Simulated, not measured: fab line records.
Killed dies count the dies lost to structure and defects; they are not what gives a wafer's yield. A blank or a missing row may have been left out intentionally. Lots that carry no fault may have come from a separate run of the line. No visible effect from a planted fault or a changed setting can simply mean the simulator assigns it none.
Matching of chambers + flow n5-finfet + 4 sister chambers for N5_SPACER0_ALD_00 on ald-sin-01
The step deposits SiOCN, target thk 3.5 nm, pulse time 3 s, purge time 2 s. 8 wafers are shown with their chamber, then 7 later ones without.

== WAFERS PAIRED WITH THEIR CHAMBERS ==
| wafer  | chamber | heater-power-w (W) | precursor-pulse-height-rel |
|--------|---------|--------------------|----------------------------|
| L076.5 | 2       | 810                | 0.988                      |
| L079.4 | 2       | 816                | 1.004                      |
| L079.5 | 3       | 793                | 0.977                      |
| L091.1 | 3       | 788                | 0.980                      |
| L091.5 | 1       | 912                | 0.967                      |
| L091.6 | 0       | 758                | 1.014                      |
| L094.2 | 0       | 758                | 1.024                      |
| L094.3 | 1       | 901                | 0.978                      |

== WAFERS MISSING THEIR CHAMBER ==
| wafer  | heater-power-w (W) | precursor-pulse-height-rel |
|--------|--------------------|----------------------------|
| L094.5 | 789                | 1.020                      |
| L096.1 | 779                | 1.023                      |
| L096.4 | 786                | 1.001                      |
| L096.6 | 920                | 1.019                      |
| L097.2 | 801                | 1.003                      |
| L097.5 | 784                | 0.991                      |
| L097.6 | 817                | 1.012                      |

== WHICH CHAMBER EACH ONE RAN IN ==
| wafer  | from the rows above          | in truth |
|--------|------------------------------|----------|
| L094.5 | can't be placed: 3 or 2 or 0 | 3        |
| L096.1 | can't be placed: 0 or 3      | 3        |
| L096.4 | 3                            | 3        |
| L096.6 | 1                            | 1        |
| L097.2 | can't be placed: 2 or 3      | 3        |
| L097.5 | 3                            | 3        |
| L097.6 | 2                            | 2        |
Correctly placed: 4 of 7. Cannot be placed on the basis of these rows: 3; the candidates contain the true chamber in 3. 0 placed wrongly.
How it was worked out, from the rows above alone: a wafer's distance from a chamber is the root of the sum, over the readings, of the square of ((its reading less the chamber's mean) divided by the reading's scatter). The wafer belongs to the nearest chamber; if the next one is less than 2 further off, it can't be placed. For every chamber, the mean is computed from those of its wafers that are shown. How the scatter is found: for the shown wafers, subtract from each reading the mean of its chamber, square and add these, divide the total by (wafers less chambers), then take the root.
